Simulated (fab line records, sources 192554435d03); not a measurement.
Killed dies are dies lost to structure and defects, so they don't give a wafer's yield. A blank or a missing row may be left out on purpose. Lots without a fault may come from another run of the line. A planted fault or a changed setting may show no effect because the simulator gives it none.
fab line records | flow n5_finfet
record lots=5 wafers=15 last_day=18
route steps=1938 shown MIM_TOP@1835 MIM_TOP_LITHO@1839 MIM_TOP_ETCH@1851 MIM_BOT_LITHO@1854
lots that met no fault: from a run of the same line without faults
start_h: hours from the record's first day to the start of the lot's first wafer shown | wait_h: hours since the lot's step before | " the same as in the row above | L1.1+2: a row that stands for several wafers | - no value, or no start given | * or withheld: withheld | < > ~ a bound
route shown NAME@n: a module of which the file shows steps, and the number in the route of the first | usual: mean/standard deviation of fault-free wafers | same: alike in all rows | chamber/n: place in a boat | sites: the reading at each site | _std_site: their standard deviation | _edge_site: outer sites' mean less inner sites' | radius_mm: how far each site lies from the wafer's centre | mask NAME#n: copy n | behind: the tool/chamber that last shaped the wafer | hold: why the lot was held/for how many hours/how that ended | device: the transistor (n, p or np) that didn't switch | end of line: the same wafers' tests at the end of the route | a step without rows: its recipe alone | killed: dies lost to structure and defects at the first sort, not the wafer's yield | map: a wafer's dies, x killed, . not, _ none there
set.NAME: the setting as run; set.NAME@STEP: as run at that earlier step | model.NAME: the simulator's own value behind a step, which no gauge read
lots at some steps of the route; a table a step, a row a wafer
services: from which hour (start_h, from the record's first day; less than 0 if before it) a tool's chamber was out of use, for how many hours, and why
## steps
# step N5_MIM_TOP_ALD_01
# recipe material=HfO2 target_thk_a=56 temp_c=withheld ald_precursor_family=Hf-amide ald_co_reactant=O3 pulse_time_s=1 purge_time_s=3 co_reactant_purge_time_s=2 co_reactant_pulse_time_s=3 ald_cycles=62
# usual precursor_pulse_height_rel=0.999/0.019
# same co_reactant_pulse_time_s=3 co_reactant_purge_time_s=2
# columns lot.wafer tool chamber start_h wait_h precursor_pulse_height_rel
L076.3 ald_hk-02 2 - - 1.017
L076.4 " 3 " " 0.990
L076.6 " 2 " " 1.034
L084.1 ald_hk-03 0 - - 1.022
L084.3 " 2 " " 0.971
L084.4 " 3 " " 0.984
L083.1 ald_hk-03 0 - - 0.995
L083.2 " 1 " " 0.976
L083.4 " 3 " " 1.022
L095.1 ald_hk-01 3 - - 0.981
L095.2 " 1 " " 1.011
L095.3 " 2 " " 1.011
L096.2 ald_hk-01 2 - - 1.029
L096.4 " 1 " " 0.969
L096.6 " 0 " " 0.993
# step N5_MIM_TOP_ALD_02
# recipe material=Al2O3 target_thk_a=* temp_c=withheld ald_precursor_family=TMA ald_co_reactant=O3 pulse_time_s=withheld purge_time_s=3 co_reactant_purge_time_s=withheld co_reactant_pulse_time_s=3 ald_cycles=withheld
# usual precursor_pulse_height_rel=1.001/0.017
# columns lot.wafer tool chamber start_h wait_h precursor_pulse_height_rel
L076.3 ald_hk-02 2 - - 1.019
L076.4 " 3 " " 0.997
L076.6 " 2 " " 0.987
L084.1 ald_hk-03 0 - - 0.993
L084.3 " 2 " " 0.997
L084.4 " 3 " " 0.987
L083.1 ald_hk-03 0 - - 0.970
L083.2 " 1 " " 1.000
L083.4 " 3 " " 0.987
L095.1 ald_hk-01 3 - - 1.010
L095.2 " 1 " " 1.019
L095.3 " 2 " " 0.992
L096.2 ald_hk-01 2 - - 1.022
L096.4 " 1 " " 0.998
L096.6 " 0 " " 0.990
# step N5_MIM_TOP_DEGAS_04
# recipe ambient=vacuum temp_c=300 time_s=60
# usual heater_power_w=460/51
# columns lot.wafer tool chamber start_h wait_h heater_power_w
L076.3 pvd_sputter-03 - 308.29 - 542
L076.4 " - " " 506
L076.6 " - " " 526
L084.1 pvd_sputter-02 - 344.39 - 475
L084.3 " - " " 419
L084.4 " - " " 462
L083.1 pvd_sputter-01 - 351.26 - 441
L083.2 " - " " 362
L083.4 " - " " 532
L095.1 pvd_sputter-01 - 410.54 - 370
L095.2 " - " " 430
L095.3 " - " " 532
L096.2 pvd_sputter-03 - 423.20 - 483
L096.4 " - " " 535
L096.6 " - " " 552
# step N5_MIM_TOP_SPUTTER_03
# recipe material=TiN target_thk_a=350 temp_c=200 power_w=3000 chamber_pressure_pa=0.49996 gas=Ar reactive_partial_pa=0.37997 time_s=89.7
# usual cathode_dc_power_W=3000.0/0.55 substrate_temp_c=200.02/0.16 throttle_valve_pct=30.1/1.4
# columns lot.wafer tool chamber start_h wait_h cathode_dc_power_W substrate_temp_c throttle_valve_pct
L076.3 pvd_sputter-03 - 308.33 0.0 3000.4 200.21 29.6
L076.4 " - " " 2999.6 200.05 33.7
L076.6 " - " " 3000.5 200.00 33.7
L084.1 pvd_sputter-02 - 344.43 0.0 2999.2 200.29 30.0
L084.3 " - " " 2999.7 199.96 31.1
L084.4 " - " " 3000.3 200.33 29.5
L083.1 pvd_sputter-01 - 351.30 0.0 3000.3 199.68 29.7
L083.2 " - " " 3000.2 199.97 30.8
L083.4 " - " " 3000.3 199.74 31.0
L095.1 pvd_sputter-01 - 410.58 0.0 3000.3 199.86 30.7
L095.2 " - " " 2999.4 199.79 29.1
L095.3 " - " " 2999.0 200.24 30.9
L096.2 pvd_sputter-03 - 423.24 0.0 2999.6 200.14 27.5
L096.4 " - " " 3000.6 200.13 33.5
L096.6 " - " " 3000.0 199.90 29.6
# step N5_MIM_TOP_LITHO_HMDS_01
# recipe time_s=60 temp_c=120
# usual chill_plate_temp_C=22.99/0.11
# columns lot.wafer tool chamber start_h wait_h chill_plate_temp_C
L076.3 litho_track-04 0 308.44 0.1 23.05
L076.4 " 0 " " 23.13
L076.6 " 0 " " 22.89
L084.1 litho_track-02 0 344.53 0.1 23.14
L084.3 " 0 " " 22.89
L084.4 " 0 " " 22.97
L083.1 litho_track-02 0 351.41 0.1 23.08
L083.2 " 0 " " 23.03
L083.4 " 0 " " 22.94
L095.1 litho_track-02 0 410.69 0.1 23.09
L095.2 " 0 " " 23.02
L095.3 " 0 " " 23.01
L096.2 litho_track-04 0 423.35 0.1 23.11
L096.4 " 0 " " 22.96
L096.6 " 0 " " 23.02
# step N5_MIM_TOP_LITHO_COAT_02
# recipe spin_rpm=* resist_thk_nm=*
# usual chill_plate_temp_C=22.99/0.11 spin_speed_rpm=*
# columns lot.wafer tool chamber start_h wait_h chill_plate_temp_C spin_speed_rpm
L076.3 litho_track-04 0 - - 22.98 *
L076.4 " 0 " " 22.93 *
L076.6 " 0 " " 22.91 *
L084.1 litho_track-02 0 - - 22.74 *
L084.3 " 0 " " 22.81 *
L084.4 " 0 " " 22.84 *
L083.1 litho_track-02 0 - - 22.92 *
L083.2 " 0 " " 22.92 *
L083.4 " 0 " " 23.08 *
L095.1 litho_track-02 0 - - 23.01 *
L095.2 " 0 " " 22.95 *
L095.3 " 0 " " 23.03 *
L096.2 litho_track-04 0 - - 22.99 *
L096.4 " 0 " " 22.87 *
L096.6 " 0 " " 22.87 *
# step N5_MIM_TOP_LITHO_EBR_04
# recipe solvent=PGMEA ebr_width_mm=1.5
# usual chill_plate_temp_C=22.99/0.11
# columns lot.wafer tool chamber start_h wait_h chill_plate_temp_C
L076.3 litho_track-04 0 - - 22.92
L076.4 " 0 " " 22.84
L076.6 " 0 " " 23.10
L084.1 litho_track-02 0 - - 22.81
L084.3 " 0 " " 22.89
L084.4 " 0 " " 22.93
L083.1 litho_track-02 0 - - 23.07
L083.2 " 0 " " 22.88
L083.4 " 0 " " 22.89
L095.1 litho_track-02 0 - - 22.98
L095.2 " 0 " " 22.87
L095.3 " 0 " " 23.12
L096.2 litho_track-04 0 - - 23.03
L096.4 " 0 " " 22.88
L096.6 " 0 " " 23.05
# step N5_MIM_TOP_LITHO_SOFTBAKE_03
# recipe temp_c=100 time_s=90
# usual chill_plate_temp_C=22.99/0.11
# columns lot.wafer tool chamber start_h wait_h chill_plate_temp_C
L076.3 litho_track-04 0 - - 22.96
L076.4 " 0 " " 23.00
L076.6 " 0 " " 23.05
L084.1 litho_track-02 0 - - 23.07
L084.3 " 0 " " 22.99
L084.4 " 0 " " 23.14
L083.1 litho_track-02 0 - - 22.93
L083.2 " 0 " " 23.03
L083.4 " 0 " " 22.96
L095.1 litho_track-02 0 - - 22.86
L095.2 " 0 " " 23.02
L095.3 " 0 " " 23.15
L096.2 litho_track-04 0 - - 23.02
L096.4 " 0 " " 22.95
L096.6 " 0 " " 23.01
# step N5_MIM_TOP_LITHO_EXPOSE_05
# recipe mask_id=MIM_TOP na=0.55 source_shape=conventional sigma_outer=0.8 polarization=unpolarized target_cd_nm=2000 dose_mj=20.5
# columns lot.wafer tool chamber start_h wait_h mask
L076.3+4+6 krf_scanner-01 0 308.70 - MIM_TOP#0
L084.1+3+4 krf_scanner-01 0 344.64 - MIM_TOP#0
L083.1+2+4 krf_scanner-02 0 351.64 - MIM_TOP#0
L095.1+2+3 krf_scanner-01 0 410.92 - MIM_TOP#0
L096.2+4+6 krf_scanner-01 0 423.46 - MIM_TOP#0
# step N5_MIM_TOP_LITHO_PEB_06
# recipe peb_temp_c=withheld peb_time_s=*
# usual chill_plate_temp_C=*
# columns lot.wafer tool chamber start_h wait_h chill_plate_temp_C
L076.3 litho_track-03 0 308.74 0.0 *
L076.4 " 0 " " *
L076.6 " 0 " " *
L084.1 litho_track-03 0 344.70 0.1 *
L084.3 " 0 " " *
L084.4 " 0 " " *
L083.1 litho_track-03 0 351.70 0.1 *
L083.2 " 0 " " *
L083.4 " 0 " " *
L095.1 litho_track-04 0 410.98 0.1 *
L095.2 " 0 " " *
L095.3 " 0 " " *
L096.2 litho_track-04 0 423.51 0.0 *
L096.4 " 0 " " *
L096.6 " 0 " " *
# step N5_MIM_TOP_LITHO_DEVELOP_07
# recipe develop_time_s=60 rinse_liquid=diw dry=air_spin dev_temp_c=21
# usual chill_plate_temp_C=23.01/0.12
# columns lot.wafer tool chamber start_h wait_h chill_plate_temp_C
L076.3 litho_track-03 0 - - 22.94
L076.4 " 0 " " 23.00
L076.6 " 0 " " 22.95
L084.1 litho_track-03 0 - - 23.19
L084.3 " 0 " " 23.17
L084.4 " 0 " " 23.07
L083.1 litho_track-03 0 - - 22.92
L083.2 " 0 " " 22.98
L083.4 " 0 " " 23.02
L095.1 litho_track-04 0 - - 22.98
L095.2 " 0 " " 23.07
L095.3 " 0 " " 22.97
L096.2 litho_track-04 0 - - 23.15
L096.4 " 0 " " 22.99
L096.6 " 0 " " 23.18
# step N5_MIM_TOP_LITHO_HARDBAKE_09
# recipe temp_c=130 time_s=120
# usual chill_plate_temp_C=23.00/0.092
# columns lot.wafer tool chamber start_h wait_h chill_plate_temp_C
L076.3 litho_track-03 0 - - 23.03
L076.4 " 0 " " 23.02
L076.6 " 0 " " 22.96
L084.1 litho_track-03 0 - - 22.96
L084.3 " 0 " " 23.10
L084.4 " 0 " " 23.04
L083.1 litho_track-03 0 - - 23.20
L083.2 " 0 " " 23.02
L083.4 " 0 " " 23.10
L095.1 litho_track-04 0 - - 22.96
L095.2 " 0 " " 22.93
L095.3 " 0 " " 22.92
L096.2 litho_track-04 0 - - 22.96
L096.4 " 0 " " 22.97
L096.6 " 0 " " 22.98
# step N5_MIM_TOP_LITHO_CD_MEAS_08
# recipe target_cd_nm=2000 landing_energy_ev=500 detector=se_inlens
# usual cd_nm=1999.5/1.9
# columns lot.wafer tool chamber start_h wait_h cd_nm
L076.3 cd_sem-01 0 308.86 - 1999.7
L076.4 " 0 " " 2001.1
L076.6 " 0 " " 2000.8
L084.1 cd_sem-01 0 344.82 - 2001.1
L084.3 " 0 " " 1999.5
L084.4 " 0 " " 2000.9
L083.1 cd_sem-02 0 351.81 - 2000.7
L083.2 " 0 " " 1997.1
L083.4 " 0 " " 2000.3
L095.1 cd_sem-01 0 411.10 - 2000.6
L095.2 " 0 " " 1997.5
L095.3 " 0 " " 1997.7
L096.2 cd_sem-01 0 423.63 - 1999.1
L096.4 " 0 " " 2000.1
L096.6 " 0 " " 2002.6
# step N5_MIM_TOP_LITHO_OVL_MEAS_11
# recipe points_per_wafer=44
# usual MIM_TOP_OVL=-3/5.7
# columns lot.wafer tool chamber start_h wait_h MIM_TOP_OVL[nm]
L076.3 overlay-02 0 308.89 0.0 -4
L076.4 " 0 " " 0
L076.6 " 0 " " 1
L084.1 overlay-02 0 344.85 0.0 1
L084.3 " 0 " " -2
L084.4 " 0 " " -4
L083.1 overlay-01 0 351.85 0.0 1
L083.2 " 0 " " -3
L083.4 " 0 " " 3
L095.1 overlay-01 0 411.13 0.0 -3
L095.2 " 0 " " -1
L095.3 " 0 " " -8
L096.2 overlay-01 0 423.66 0.0 -2
L096.4 " 0 " " -10
L096.6 " 0 " " -6
# step N5_MIM_TOP_LITHO_INSPECT_12
# recipe mode=adi inspect_instrument=macro
# usual raw_defect_count=2.1/1.5
# columns lot.wafer tool chamber start_h wait_h raw_defect_count
L076.3 defect_inspect-01 - 308.91 0.0 1
L076.4 " - " " 3
L076.6 " - " " 5
L084.1 defect_inspect-01 - 344.88 0.0 0
L084.3 " - " " 2
L084.4 " - " " 1
L083.1 defect_inspect-02 - 351.87 0.0 2
L083.2 " - " " 1
L083.4 " - " " 6
L095.1 defect_inspect-02 - 411.15 0.0 3
L095.2 " - " " 1
L095.3 " - " " 2
L096.2 defect_inspect-01 - 423.69 0.0 3
L096.4 " - " " 3
L096.6 " - " " 2
# step N5_MIM_TOP_LITHO_DESCUM_10
# recipe chemistry=O2 time_s=7.9 source_power_w=50 bias_power_w=20 pressure_mtorr=20 rf_frequency_hz=2.712e+07 temp_c=40 o2_flow_sccm=225
# usual bias_power_w=19.99/0.055 chamber_pressure_mTorr=20.001/0.019 drypump_motor_current_A=5.6/0.4 oes_product_au=0.81/0.073 rf_vpp_V=242.8/1.4 showerhead_plenum_p_Torr=2.08/0.079 throttle_valve_pct=20.44/0.23
# columns lot.wafer tool chamber start_h wait_h bias_power_w chamber_pressure_mTorr drypump_motor_current_A oes_product_au rf_hours_counter_h rf_vpp_V showerhead_plenum_p_Torr throttle_valve_pct
L076.3 rie_diel-06 1 308.95 0.0 20.05 20.016 5.7 0.94 6 242.0 2.05 20.28
L076.4 " 0 " " 20.01 20.021 5.7 0.74 165 241.2 1.98 20.07
L076.6 " 1 " " 20.09 19.997 5.8 0.94 - 242.1 2.05 20.27
L084.1 rie_diel-03 3 344.91 0.0 19.96 20.012 5.8 0.75 154 243.0 2.11 20.74
L084.3 " 2 " " 20.11 20.008 5.8 0.89 39 244.9 2.24 20.60
L084.4 " 1 " " 19.98 20.011 5.9 0.84 73 244.6 2.14 20.16
L083.1 rie_diel-01 0 351.90 0.0 19.96 20.000 4.8 0.87 32 242.8 2.04 20.56
L083.2 " 3 " " 19.96 19.979 6.1 0.78 136 241.2 2.01 20.15
L083.4 " 2 " " 20.01 20.023 5.8 0.83 90 242.2 2.05 20.73
L095.1 rie_diel-03 2 411.19 0.0 20.05 19.992 5.8 0.85 67 243.4 2.22 20.59
L095.2 " 1 " " 20.07 19.991 5.9 0.80 102 242.9 2.13 20.22
L095.3 " 0 " " 19.98 20.012 5.2 0.92 15 245.1 2.22 20.01
L096.2 rie_diel-01 0 423.72 0.0 19.95 19.991 4.9 0.84 52 241.7 2.03 20.58
L096.4 " 1 " " 20.02 20.021 6.3 0.81 82 241.2 2.04 20.44
L096.6 " 2 " " 20.01 19.992 5.8 0.79 - 241.9 2.04 20.76
# step N5_MIM_TOP_ETCH_ETCH_00
# recipe chemistry=Cl2/BCl3 target=TiN target_depth_a=385 ion_energy_ev=150 pressure_mtorr=10 icp_w=1000 bias_w=126 Cl2_flow_sccm=53.25 bcl3_flow_sccm=21.75 Ar_flow_sccm=25
# usual chamber_pressure_mTorr=9.999/0.0089 drypump_motor_current_A=5.9/0.42 mfc_ar_sccm=25.00/0.081 oes_product_au=0.80/0.069 throttle_valve_pct=22.76/0.22
# columns lot.wafer tool chamber start_h wait_h chamber_pressure_mTorr drypump_motor_current_A mfc_ar_sccm oes_product_au rf_hours_counter_h throttle_valve_pct
L076.3 rie_metal-03 1 309.07 0.1 9.990 5.8 25.14 0.87 - 22.49
L076.4 " 0 " " 9.997 5.7 25.21 0.89 - 22.61
L076.6 " 0 " " 9.996 5.7 25.11 0.89 - 22.62
L084.1 rie_metal-01 1 345.00 0.1 9.999 6.2 24.93 0.69 81 23.22
L084.3 " 1 " " 9.988 6.2 24.95 0.69 - 23.24
L084.4 " 0 " " 9.998 5.7 25.02 0.74 - 22.66
L083.1 rie_metal-02 0 351.99 0.1 10.004 5.1 25.03 0.81 25 22.92
L083.2 " 1 " " 10.016 6.4 25.14 0.86 26 22.77
L083.4 " 0 " " 9.990 5.0 24.87 0.81 - 22.91
L095.1 rie_metal-03 1 411.27 0.1 10.007 5.8 24.98 0.83 27 22.50
L095.2 " 0 " " 9.991 5.7 24.84 0.85 26 22.64
L095.3 " 0 " " 9.977 5.6 24.86 0.84 - 22.62
L096.2 rie_metal-01 0 423.81 0.1 9.985 5.7 25.02 0.72 76 22.67
L096.4 " 1 " " 10.000 6.2 25.00 0.68 - 23.23
L096.6 " 0 " " 10.000 5.7 24.99 0.71 - 22.67
# step N5_MIM_TOP_ETCH_STRIP_01
# recipe chemistry=O2 power_w=600 temp_c=60 pressure_mtorr=30 rf_frequency_hz=6e+07 bias_power_w=0 overash_fraction=0.5 o2_flow_sccm=225
# usual chamber_pressure_mTorr=29.99/0.084 drypump_motor_current_A=5.7/0.31 oes_product_au=0.80/0.086 rf_vpp_V=3.5/1.2 showerhead_plenum_p_Torr=2.10/0.071 throttle_valve_pct=16.58/0.21
# same bias_power_w=0
# columns lot.wafer tool chamber start_h wait_h chamber_pressure_mTorr drypump_motor_current_A oes_product_au rf_hours_counter_h rf_vpp_V showerhead_plenum_p_Torr throttle_valve_pct
L076.3 rie_diel-02 3 309.17 0.1 29.97 5.5 0.89 26 3.2 2.04 16.62
L076.4 " 3 " " 29.97 5.5 0.89 - 1.2 2.04 16.64
L076.6 " 2 " " 30.01 5.7 0.90 - 2.9 2.13 16.30
L084.1 rie_diel-04 3 345.23 0.2 29.94 5.5 0.94 8 3.7 2.24 16.75
L084.3 " 0 " " 29.91 5.7 0.69 234 4.1 2.07 17.16
L084.4 " 1 " " 29.98 5.9 0.69 221 3.8 2.14 16.58
L083.1 rie_diel-05 0 352.13 0.1 29.96 5.3 0.70 215 6.6 2.05 16.57
L083.2 " 1 " " 29.89 5.1 0.80 83 2.7 2.12 16.54
L083.4 " 2 " " 30.07 5.8 0.69 197 3.6 2.07 16.57
L095.1 rie_diel-04 2 411.43 0.1 30.07 5.8 0.85 61 4.0 2.03 16.31
L095.2 " 3 " " 30.06 5.5 0.88 31 2.3 2.24 16.81
L095.3 " 1 " " 29.98 5.9 0.70 244 2.6 2.13 16.60
L096.2 rie_diel-04 3 423.95 0.1 29.99 5.5 0.88 37 4.3 2.23 16.78
L096.4 " 1 " " 30.07 5.9 0.66 250 2.9 2.13 16.61
L096.6 " 2 " " 30.04 5.8 0.83 - 5.2 2.03 16.37
# step N5_MIM_TOP_ETCH_PECVD_03
# recipe material=SiNx target_thk_a=200 temp_c=400 precursor=SiH4/NH3/N2 pressure_torr=1.5 rf_w=300 time_s=17.6
# usual heater_power_w=711/69 showerhead_plenum_p_Torr=5.13/0.065 showerhead_vpp_V=1069/85 throttle_valve_pct=39.8/1.3
# columns lot.wafer tool chamber start_h wait_h heater_power_w showerhead_plenum_p_Torr showerhead_vpp_V throttle_valve_pct
L076.3 pecvd-03 1 309.26 - 807 5.15 1023 42.0
L076.4 " 2 " " 659 5.22 1073 37.8
L076.6 " 2 " " 643 5.21 1083 37.7
L084.1 pecvd-03 2 345.29 - 678 5.21 1046 38.0
L084.3 " 1 " " 721 5.14 1046 41.7
L084.4 " 1 " " 746 5.15 1036 41.5
L083.1 pecvd-03 1 352.19 - 692 5.15 1035 41.9
L083.2 " 2 " " 667 5.21 1069 37.8
L083.4 " 2 " " 673 5.21 1056 37.8
L095.1 pecvd-02 0 411.50 - 750 5.16 1152 39.6
L095.2 " 2 " " 765 5.21 970 39.9
L095.3 " 1 " " 819 5.11 1239 40.8
L096.2 pecvd-01 2 424.01 - 625 5.06 1052 38.4
L096.4 " 1 " " 727 5.10 991 41.6
L096.6 " 2 " " 615 5.06 1043 38.7
# step N5_MIM_BOT_LITHO_HMDS_01
# recipe time_s=60 temp_c=120
# usual chill_plate_temp_C=22.98/0.099
# columns lot.wafer tool chamber start_h wait_h chill_plate_temp_C
L076.3 litho_track-04 0 309.33 0.1 22.90
L076.4 " 0 " " 23.08
L076.6 " 0 " " 23.04
L084.1 litho_track-01 0 345.37 0.0 22.91
L084.3 " 0 " " 22.84
L084.4 " 0 " " 22.99
L083.1 litho_track-04 0 352.27 0.0 22.82
L083.2 " 0 " " 22.89
L083.4 " 0 " " 22.93
L095.1 litho_track-05 0 411.57 0.0 22.84
L095.2 " 0 " " 23.03
L095.3 " 0 " " 23.02
L096.2 litho_track-05 0 424.08 0.0 23.05
L096.4 " 0 " " 23.04
L096.6 " 0 " " 22.79
# step N5_MIM_BOT_LITHO_COAT_02
# recipe spin_rpm=* resist_thk_nm=*
# usual chill_plate_temp_C=22.99/0.095 spin_speed_rpm=*
# columns lot.wafer tool chamber start_h wait_h chill_plate_temp_C spin_speed_rpm
L076.3 litho_track-04 0 - - 22.90 *
L076.4 " 0 " " 22.89 *
L076.6 " 0 " " 22.89 *
L084.1 litho_track-01 0 - - 22.87 *
L084.3 " 0 " " 23.04 *
L084.4 " 0 " " 23.07 *
L083.1 litho_track-04 0 - - 22.97 *
L083.2 " 0 " " 22.90 *
L083.4 " 0 " " 22.89 *
L095.1 litho_track-05 0 - - 23.01 *
L095.2 " 0 " " 23.00 *
L095.3 " 0 " " 23.01 *
L096.2 litho_track-05 0 - - 23.03 *
L096.4 " 0 " " 22.82 *
L096.6 " 0 " " 23.05 *
# step N5_MIM_BOT_LITHO_EBR_04
# recipe solvent=PGMEA ebr_width_mm=1.5
# usual chill_plate_temp_C=22.99/0.1
# columns lot.wafer tool chamber start_h wait_h chill_plate_temp_C
L076.3 litho_track-04 0 - - 23.10
L076.4 " 0 " " 23.11
L076.6 " 0 " " 23.21
L084.1 litho_track-01 0 - - 23.04
L084.3 " 0 " " 23.04
L084.4 " 0 " " 23.07
L083.1 litho_track-04 0 - - 23.06
L083.2 " 0 " " 23.07
L083.4 " 0 " " 23.11
L095.1 litho_track-05 0 - - 22.93
L095.2 " 0 " " 22.91
L095.3 " 0 " " 23.01
L096.2 litho_track-05 0 - - 23.03
L096.4 " 0 " " 23.01
L096.6 " 0 " " 23.00
# step N5_MIM_BOT_LITHO_SOFTBAKE_03
# recipe temp_c=100 time_s=90
# usual chill_plate_temp_C=22.99/0.11
# columns lot.wafer tool chamber start_h wait_h chill_plate_temp_C
L076.3 litho_track-04 0 - - 22.92
L076.4 " 0 " " 23.04
L076.6 " 0 " " 23.03
L084.1 litho_track-01 0 - - 22.97
L084.3 " 0 " " 23.15
L084.4 " 0 " " 23.15
L083.1 litho_track-04 0 - - 22.99
L083.2 " 0 " " 22.89
L083.4 " 0 " " 23.13
L095.1 litho_track-05 0 - - 22.77
L095.2 " 0 " " 22.90
L095.3 " 0 " " 22.97
L096.2 litho_track-05 0 - - 22.87
L096.4 " 0 " " 22.95
L096.6 " 0 " " 22.93
# step N5_MIM_BOT_LITHO_EXPOSE_05
# recipe mask_id=MIM_BOT na=0.55 source_shape=conventional sigma_outer=0.8 polarization=unpolarized dose_mj=24.25
# columns lot.wafer tool chamber start_h wait_h mask
L076.3+4+6 krf_scanner-01 0 309.58 - MIM_BOT#0
L084.1+3+4 krf_scanner-01 0 345.58 - MIM_BOT#0
L083.1+2+4 krf_scanner-02 0 352.50 - MIM_BOT#0
L095.1+2+3 krf_scanner-02 0 411.80 - MIM_BOT#0
L096.2+4+6 krf_scanner-01 0 424.32 - MIM_BOT#0
# step N5_MIM_BOT_LITHO_PEB_06
# recipe peb_temp_c=withheld peb_time_s=*
# usual chill_plate_temp_C=*
# columns lot.wafer tool chamber start_h wait_h chill_plate_temp_C
L076.3 litho_track-05 0 309.62 0.0 *
L076.4 " 0 " " *
L076.6 " 0 " " *
L084.1 litho_track-05 0 345.64 0.1 *
L084.3 " 0 " " *
L084.4 " 0 " " *
L083.1 litho_track-04 0 352.56 0.1 *
L083.2 " 0 " " *
L083.4 " 0 " " *
L095.1 litho_track-05 0 411.86 0.1 *
L095.2 " 0 " " *
L095.3 " 0 " " *
L096.2 litho_track-05 0 424.37 0.0 *
L096.4 " 0 " " *
L096.6 " 0 " " *
# step N5_MIM_BOT_LITHO_DEVELOP_07
# recipe develop_time_s=60 rinse_liquid=diw dry=air_spin dev_temp_c=21
# usual chill_plate_temp_C=23.01/0.097
# columns lot.wafer tool chamber start_h wait_h chill_plate_temp_C
L076.3 litho_track-05 0 - - 23.05
L076.4 " 0 " " 23.13
L076.6 " 0 " " 22.96
L084.1 litho_track-05 0 - - 22.98
L084.3 " 0 " " 22.95
L084.4 " 0 " " 22.97
L083.1 litho_track-04 0 - - 22.96
L083.2 " 0 " " 23.15
L083.4 " 0 " " 23.09
L095.1 litho_track-05 0 - - 23.16
L095.2 " 0 " " 23.21
L095.3 " 0 " " 23.13
L096.2 litho_track-05 0 - - 22.82
L096.4 " 0 " " 22.91
L096.6 " 0 " " 23.03
# step N5_MIM_BOT_LITHO_HARDBAKE_09
# recipe temp_c=130 time_s=120
# usual chill_plate_temp_C=23.00/0.11
# columns lot.wafer tool chamber start_h wait_h chill_plate_temp_C
L076.3 litho_track-05 0 - - 22.86
L076.4 " 0 " " 23.05
L076.6 " 0 " " 22.92
L084.1 litho_track-05 0 - - 22.92
L084.3 " 0 " " 23.03
L084.4 " 0 " " 22.87
L083.1 litho_track-04 0 - - 22.93
L083.2 " 0 " " 22.93
L083.4 " 0 " " 22.92
L095.1 litho_track-05 0 - - 22.82
L095.2 " 0 " " 23.01
L095.3 " 0 " " 22.88
L096.2 litho_track-05 0 - - 23.06
L096.4 " 0 " " 23.23
L096.6 " 0 " " 23.07
# step N5_MIM_BOT_LITHO_CD_MEAS_08
# recipe target_cd_nm=3000 landing_energy_ev=500 detector=se_inlens polarity=opening
# usual cd_nm=2999.9/2
# columns lot.wafer tool chamber start_h wait_h cd_nm
L076.3 cd_sem-02 0 309.74 - 3004.0
L076.4 " 0 " " 3001.2
L076.6 " 0 " " 3001.6
L084.1 cd_sem-03 0 345.76 - 2997.0
L084.3 " 0 " " 2997.8
L084.4 " 0 " " 2999.3
L083.1 cd_sem-03 0 352.67 - 2998.4
L083.2 " 0 " " 2999.8
L083.4 " 0 " " 3001.5
L095.1 cd_sem-01 0 411.98 - 3000.7
L095.2 " 0 " " 3002.3
L095.3 " 0 " " 3001.8
L096.2 cd_sem-02 0 424.49 - 2998.2
L096.4 " 0 " " 2995.8
L096.6 " 0 " " 2996.4
# step N5_MIM_BOT_LITHO_OVL_MEAS_11
# recipe points_per_wafer=44
# usual MIM_BOT_OVL=-1/6
# columns lot.wafer tool chamber start_h wait_h MIM_BOT_OVL[nm]
L076.3 overlay-02 0 309.77 0.0 0
L076.4 " 0 " " 6
L076.6 " 0 " " 3
L084.1 overlay-01 0 345.79 0.0 -5
L084.3 " 0 " " 2
L084.4 " 0 " " 5
L083.1 overlay-01 0 352.71 0.0 -13
L083.2 " 0 " " -8
L083.4 " 0 " " -15
L095.1 overlay-01 0 412.01 0.0 -7
L095.2 " 0 " " -6
L095.3 " 0 " " -5
L096.2 overlay-02 0 424.52 0.0 -4
L096.4 " 0 " " 5
L096.6 " 0 " " -3
# step N5_MIM_BOT_LITHO_INSPECT_12
# recipe mode=adi inspect_instrument=macro
# usual raw_defect_count=1.8/1.3
# columns lot.wafer tool chamber start_h wait_h raw_defect_count
L076.3 defect_inspect-01 - 309.80 0.0 1
L076.4 " - " " 1
L076.6 " - " " 2
L084.1 defect_inspect-02 - 345.81 0.0 0
L084.3 " - " " 2
L084.4 " - " " 1
L083.1 defect_inspect-02 - 352.73 0.0 1
L083.2 " - " " 1
L083.4 " - " " 3
L095.1 defect_inspect-02 - 412.03 0.0 3
L095.2 " - " " 3
L095.3 " - " " 0
L096.2 defect_inspect-02 - 424.54 0.0 2
L096.4 " - " " 0
L096.6 " - " " 0
## services
# columns tool chamber start_h hours kind
ald_hk-01 - 290.04 28.1 pm
krf_scanner-02 - 292.30 4.4 pm
pecvd-02 1 295.80 5.9 repair
krf_scanner-02 - 298.53 0.8 pm
rie_diel-01 2 306.55 1.8 repair
rie_diel-02 1 307.24 11.4 repair
ald_hk-02 - 307.72 1.0 repair
krf_scanner-01 - 313.61 0.8 pm
rie_diel-01 - 317.64 2.8 pm
rie_diel-05 - 330.98 14.6 pm
rie_metal-01 1 350.01 16.2 repair
pecvd-03 - 352.80 0.8 pm
pvd_sputter-01 - 352.83 2.6 repair
krf_scanner-02 - 363.18 1.0 pm
rie_diel-01 - 365.55 15.6 pm
krf_scanner-01 - 366.50 1.3 pm
krf_scanner-02 - 382.70 1.2 repair
krf_scanner-02 - 383.93 1.3 pm
ald_hk-03 - 391.68 8.7 pm
pecvd-03 - 397.30 2.8 pm
krf_scanner-01 - 403.61 1.0 pm
ald_hk-03 - 410.58 1.0 repair
pvd_sputter-01 - 414.53 1.3 repair
krf_scanner-02 - 422.34 4.0 pm
## key
fault none
